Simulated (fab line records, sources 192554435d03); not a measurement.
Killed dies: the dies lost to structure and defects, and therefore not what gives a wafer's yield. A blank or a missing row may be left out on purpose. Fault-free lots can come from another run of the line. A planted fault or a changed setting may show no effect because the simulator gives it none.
Which tool was responsible? + flow n5Finfet + Sampling: 9 lots, 27 wafers, 5 of 1938 route steps

== WHAT THE GAUGES READ, wafer by wafer ==
The record holds no reading of a measuring or inspecting step that can be judged against a usual standard deviation.

== TOOL THAT RAN EACH LOT (tool first, then ch and the chambers of the sampled wafers, then the start) ==
| lot  | N5_BEOL_M8_ETCH_62                | N5_BEOL_M8_DESCUM_33              | N5_BEOL_M8_ETCH_66                | N5_BEOL_M8_TRENCH_ETCH_37                    | N5_PASSIVATION_PROBE_49 |
|------|-----------------------------------|-----------------------------------|-----------------------------------|----------------------------------------------|-------------------------|
| L672 | rieDiel-02 ch 1,2,3, day 10 07:17 | rieDiel-02 ch 0,1,2, day 10 09:22 | rieDiel-02 ch 0,1,2, day 10 09:27 | rieDiel-02 ch 0,1,2, day 13 14:52 or earlier | prober-02, day 13 14:52 |
| L674 | rieDiel-02 ch 2,3, day 11 18:17   | rieDiel-02 ch 0,1,2, day 11 19:05 | rieDiel-02 ch 0,1,2, day 11 19:10 | rieDiel-02 ch 0,1,2, day 14 17:01 or earlier | prober-01, day 14 17:01 |
| L679 | rieDiel-02 ch 1,2,3, day 12 11:53 | rieDiel-02 ch 0,1,3, day 12 12:52 | rieDiel-02 ch 0,1,3, day 12 12:57 | rieDiel-02 ch 0,1,3, day 15 09:41 or earlier | prober-01, day 15 09:41 |
| L677 | rieDiel-01 ch 0,3, day 12 12:11   | rieDiel-03 ch 2,3, day 12 13:08   | rieDiel-03 ch 2,3, day 12 13:13   | rieDiel-03 ch 2,3, day 15 15:41 or earlier   | prober-01, day 15 15:41 |
| L680 | rieDiel-01 ch 1,3, day 12 15:50   | rieDiel-03 ch 1,2, day 12 17:40   | rieDiel-03 ch 1,2, day 12 17:45   | rieDiel-03 ch 1,2, day 15 18:27 or earlier   | prober-02, day 15 18:27 |
| L681 | rieDiel-02 ch 0,1,3, day 12 23:33 | rieDiel-03 ch 1,2,3, day 13 00:26 | rieDiel-03 ch 1,2,3, day 13 00:31 | rieDiel-03 ch 1,2,3, day 16 00:27 or earlier | prober-02, day 16 00:27 |
| L685 | rieDiel-01 ch 1,3, day 13 07:49   | rieDiel-03 ch 0,1,2, day 13 08:39 | rieDiel-03 ch 0,1,2, day 13 08:44 | rieDiel-03 ch 0,1,2, day 16 10:01 or earlier | prober-02, day 16 10:01 |
| L690 | rieDiel-03 ch 1,2,3, day 15 17:07 | rieDiel-01 ch 0,2, day 15 17:59   | rieDiel-01 ch 0,2, day 15 18:04   | rieDiel-01 ch 0,2, day 18 16:06 or earlier   | prober-01, day 18 16:06 |
| L691 | rieDiel-02 ch 0,1,2, day 15 18:59 | rieDiel-01 ch 0,2,3, day 15 21:00 | rieDiel-01 ch 0,2,3, day 15 21:05 | rieDiel-01 ch 0,2,3, day 18 16:24 or earlier | prober-02, day 18 16:24 |
- N5_BEOL_M8_ETCH_62: etches SOC in N2/H2, target depth 110 nm, overetch 22 nm, time 165 s.
- N5_BEOL_M8_DESCUM_33: chemistry O2, time 7 s.
- N5_BEOL_M8_ETCH_66: etches SOC in N2/H2, target depth 80 nm, overetch 16 nm, time 120 s.
- N5_BEOL_M8_TRENCH_ETCH_37: etches SiCOH lowk in C4F6/O2, target depth 93.478 nm, time 31.2 s.
- N5_PASSIVATION_PROBE_49

== AS READ BY THE TOOLS THEMSELVES (means over the sampled wafers that have a number; for cases with no such wafer, the mark the record gives instead) ==
N5_BEOL_M8_ETCH_62. Usual: drypumpMotorCurrentA 5.49 A, standard deviation 0.3; oesProductAu 0.68 a.u., standard deviation 0.071; rfFwdPowerW 837.2 W, standard deviation 3; rfVppV 522.6 V, standard deviation 2.6; showerheadPlenumPTorr 2.49 Torr, standard deviation 0.092; throttleValvePct 17.81 %, standard deviation 0.28.
| lot  | tool       | drypumpMotorCurrentA (A) | oesProductAu (a.u.) | rfFwdPowerW (W) | rfVppV (V) | showerheadPlenumPTorr (Torr) | throttleValvePct (%) | flag |
|------|------------|--------------------------|---------------------|-----------------|------------|------------------------------|----------------------|------|
| L672 | rieDiel-02 | 5.37                     | 0.73                | 834.0           | 523.5      | 2.50                         | 17.73                |      |
| L674 | rieDiel-02 | 5.52                     | 0.66                | 836.4           | 522.8      | 2.47                         | 18.04                |      |
| L679 | rieDiel-02 | 5.37                     | 0.72                | 840.0           | 521.7      | 2.49                         | 17.76                |      |
| L677 | rieDiel-01 | 5.42                     | 0.65                | 838.0           | 523.1      | 2.51                         | 17.60                |      |
| L680 | rieDiel-01 | 5.33                     | 0.63                | 835.8           | 523.5      | 2.54                         | 17.73                |      |
| L681 | rieDiel-02 | 5.26                     | 0.65                | 835.4           | 521.2      | 2.43                         | 17.90                |      |
| L685 | rieDiel-01 | 5.33                     | 0.63                | 835.9           | 523.0      | 2.54                         | 17.74                |      |
| L690 | rieDiel-03 | 5.70                     | 0.63                | 836.7           | 518.7      | 2.38                         | 17.88                |      |
| L691 | rieDiel-02 | 5.40                     | 0.75                | 835.9           | 524.8      | 2.59                         | 17.55                |      |

N5_BEOL_M8_DESCUM_33. Usual: drypumpMotorCurrentA 5.49 A, standard deviation 0.28; o2FlowSccm 225.0 sccm, standard deviation 0.65; oesProductAu 0.80 a.u., standard deviation 0.085; rfVppV 242.5 V, standard deviation 1.4; showerheadPlenumPTorr 2.06 Torr, standard deviation 0.077; throttleValvePct 20.50 %, standard deviation 0.28.
| lot  | tool       | drypumpMotorCurrentA (A) | o2FlowSccm (sccm) | oesProductAu (a.u.) | rfVppV (V) | showerheadPlenumPTorr (Torr) | throttleValvePct (%) | flag |
|------|------------|--------------------------|-------------------|---------------------|------------|------------------------------|----------------------|------|
| L672 | rieDiel-02 | 5.39                     | 224.5             | 0.86                | 242.4      | 2.06                         | 20.26                |      |
| L674 | rieDiel-02 | 5.38                     | 225.7             | 0.83                | 243.2      | 2.05                         | 20.27                |      |
| L679 | rieDiel-02 | 5.24                     | 225.8             | 0.78                | 241.7      | 2.02                         | 20.57                |      |
| L677 | rieDiel-03 | 5.70                     | 224.4             | 0.80                | 242.0      | 2.00                         | 20.54                |      |
| L680 | rieDiel-03 | 5.62                     | 223.9             | 0.72                | 240.9      | 1.92                         | 20.55                |      |
| L681 | rieDiel-03 | 5.67                     | 224.4             | 0.75                | 240.8      | 1.98                         | 20.55                |      |
| L685 | rieDiel-03 | 5.60                     | 224.9             | 0.73                | 242.3      | 2.02                         | 20.66                |      |
| L690 | rieDiel-01 | 5.61                     | 225.3             | 0.83                | 243.6      | 2.08                         | 20.57                |      |
| L691 | rieDiel-01 | 5.59                     | 225.5             | 0.77                | 242.4      | 2.08                         | 20.48                |      |

N5_BEOL_M8_ETCH_66. Usual: drypumpMotorCurrentA 5.50 A, standard deviation 0.29; oesProductAu 0.61 a.u., standard deviation 0.061; rfFwdPowerW 834.5 W, standard deviation 2.9; rfVppV 522.4 V, standard deviation 2.8; showerheadPlenumPTorr 2.49 Torr, standard deviation 0.093; throttleValvePct 17.82 %, standard deviation 0.27.
| lot  | tool       | drypumpMotorCurrentA (A) | oesProductAu (a.u.) | rfFwdPowerW (W) | rfVppV (V) | showerheadPlenumPTorr (Torr) | throttleValvePct (%) | flag |
|------|------------|--------------------------|---------------------|-----------------|------------|------------------------------|----------------------|------|
| L672 | rieDiel-02 | 5.39                     | 0.64                | 835.7           | 522.3      | 2.50                         | 17.60                |      |
| L674 | rieDiel-02 | 5.40                     | 0.64                | 836.5           | 522.3      | 2.49                         | 17.63                |      |
| L679 | rieDiel-02 | 5.28                     | 0.59                | 832.4           | 521.2      | 2.44                         | 17.87                |      |
| L677 | rieDiel-03 | 5.71                     | 0.61                | 835.2           | 520.7      | 2.41                         | 17.74                |      |
| L680 | rieDiel-03 | 5.63                     | 0.55                | 832.7           | 518.0      | 2.33                         | 17.90                |      |
| L681 | rieDiel-03 | 5.69                     | 0.58                | 905.8           | 507.6      | 2.39                         | 17.83                | OFF  |
| L685 | rieDiel-03 | 5.62                     | 0.56                | 902.2           | 509.7      | 2.45                         | 18.02                | OFF  |
| L690 | rieDiel-01 | 5.61                     | 0.62                | 832.9           | 523.6      | 2.50                         | 17.76                |      |
| L691 | rieDiel-01 | 5.63                     | 0.59                | 834.7           | 524.0      | 2.51                         | 17.79                |      |

N5_BEOL_M8_TRENCH_ETCH_37. Usual: value, then standard deviation, for each; drypumpMotorCurrentA 5.49 A / 0.28; mfcArSccm 300.0 sccm / 0.77; oesProductAu 0.80 a.u. / 0.086; rfFwdPowerW 339.6 W / 2.4; rfVppV 663 V / 10; showerheadPlenumPTorr 2.80 Torr / 0.097; throttleValvePct 20.99 % / 0.23.
| lot  | tool       | drypumpMotorCurrentA (A) | mfcArSccm (sccm) | oesProductAu (a.u.) | rfFwdPowerW (W) | rfVppV (V) | showerheadPlenumPTorr (Torr) | throttleValvePct (%) | flag |
|------|------------|--------------------------|------------------|---------------------|-----------------|------------|------------------------------|----------------------|------|
| L672 | rieDiel-02 | 5.39                     | 300.6            | 0.85                | 340.0           | 662        | 2.81                         | 20.81                |      |
| L674 | rieDiel-02 | 5.38                     | 300.2            | 0.83                | 340.0           | 662        | 2.81                         | 20.82                |      |
| L679 | rieDiel-02 | 5.26                     | 300.1            | 0.78                | 338.6           | 664        | 2.75                         | 21.05                |      |
| L677 | rieDiel-03 | 5.72                     | 300.0            | 0.81                | 341.2           | 659        | 2.73                         | 21.06                |      |
| L680 | rieDiel-03 | 5.62                     | 300.2            | 0.72                | 340.9           | 674        | 2.63                         | 21.11                |      |
| L681 | rieDiel-03 | 5.67                     | 300.3            | 0.76                | 341.3           | 670        | 2.70                         | 21.05                |      |
| L685 | rieDiel-03 | 5.62                     | 299.4            | 0.74                | 339.2           | 672        | 2.75                         | 21.16                |      |
| L690 | rieDiel-01 | 5.62                     | 300.3            | 0.83                | 339.8           | 655        | 2.79                         | 20.89                |      |
| L691 | rieDiel-01 | 5.59                     | 300.0            | 0.77                | 339.2           | 658        | 2.81                         | 20.87                |      |

N5_PASSIVATION_PROBE_49. Usual: defectLimitedYield 91.3 %, standard deviation 1.3; killed_at_M0_to_M3 36, standard deviation 12; killed_at_M4_up 13, standard deviation 4.6; killedAtContacts 13, standard deviation 5.4; killedAtFrontEnd 37, standard deviation 10; killedAtOther 3.6, standard deviation 2.9; killedDies 102, standard deviation 15; killedOpen 67, standard deviation 12; killedShort 33, standard deviation 7.5; sort_bin_5_function 5.1 %, standard deviation 0.93; sort_bin_6_memory 3.2 %, standard deviation 0.62; sortNPass 1078, standard deviation 15; sortYieldPct 91.3 %, standard deviation 1.3.
| lot  | tool      | defectLimitedYield (%) | killed_at_M0_to_M3 | killed_at_M4_up | killedAtContacts | killedAtFrontEnd | killedAtOther | killedDies | killedOpen | killedShort | sort_bin_5_function (%) | sort_bin_6_memory (%) | sortNPass | sortYieldPct (%) | flag |
|------|-----------|------------------------|--------------------|-----------------|------------------|------------------|---------------|------------|------------|-------------|-------------------------|-----------------------|-----------|------------------|------|
| L672 | prober-02 | 89.4                   | 43                 | 11              | 11               | 52               | 7.7           | 125        | 74         | 47          | 6.1                     | 3.8                   | 1055      | 89.4             |      |
| L674 | prober-01 | 90.8                   | 37                 | 15              | 18               | 34               | 4.0           | 108        | 76         | 31          | 5.7                     | 3.3                   | 1072      | 90.8             |      |
| L679 | prober-01 | 93.5                   | 32                 | 8               | 7                | 28               | 2.0           | 77         | 50         | 27          | 3.6                     | 2.8                   | 1103      | 93.5             |      |
| L677 | prober-01 | 91.7                   | 33                 | 10              | 21               | 33               | 1.3           | 98         | 64         | 34          | 4.6                     | 3.3                   | 1082      | 91.7             |      |
| L680 | prober-02 | 91.8                   | 27                 | 17              | 14               | 39               | 1.0           | 97         | 66         | 30          | 4.8                     | 3.1                   | 1083      | 91.8             |      |
| L681 | prober-02 | 91.0                   | 39                 | 15              | 13               | 35               | 5.0           | 106        | 67         | 38          | 5.3                     | 3.4                   | 1074      | 91.0             |      |
| L685 | prober-02 | 92.5                   | 31                 | 14              | 11               | 29               | 2.7           | 88         | 57         | 30          | 4.2                     | 2.8                   | 1092      | 92.5             |      |
| L690 | prober-01 | 89.9                   | 58                 | 8               | 12               | 39               | 2.7           | 120        | 81         | 38          | 6.3                     | 3.5                   | 1060      | 89.9             |      |
| L691 | prober-02 | 90.2                   | 45                 | 13              | 16               | 37               | 4.7           | 116        | 76         | 36          | 5.5                     | 3.7                   | 1064      | 90.2             |      |

== THE ANSWER, worked out from the rows above alone ==
Rule: take the mean of a lot's wafers that have a number; if it is more than 3 standard deviations from the usual mean, the lot is off. Also off: a lot with no number at a reading for which 4 or more lots have one. The other lots that the step has rows for count as sound. After the gauges, taken in route order, come the tools' own readings; for these a lot's mean is taken, as printed above. The first step at which some lot is off is used, and at that step the reading that is off furthest; a lot without a number counts as furthest.
Off at N5_BEOL_M8_ETCH_66 (rfFwdPowerW): L681, L685.
A tool fits if, at that step or a process step before it, it ran every lot that is off, and no sound lot after the first of them. One fits: rieDiel-03 at N5_BEOL_M8_DESCUM_33 and N5_BEOL_M8_ETCH_66. At N5_BEOL_M8_DESCUM_33 its last sound lot is L680 (day 12 17:40), its first lot that is off L681 (day 13 00:26): a fault that began between those two fits.

== WHAT THE SIMULATOR PUT IN ==
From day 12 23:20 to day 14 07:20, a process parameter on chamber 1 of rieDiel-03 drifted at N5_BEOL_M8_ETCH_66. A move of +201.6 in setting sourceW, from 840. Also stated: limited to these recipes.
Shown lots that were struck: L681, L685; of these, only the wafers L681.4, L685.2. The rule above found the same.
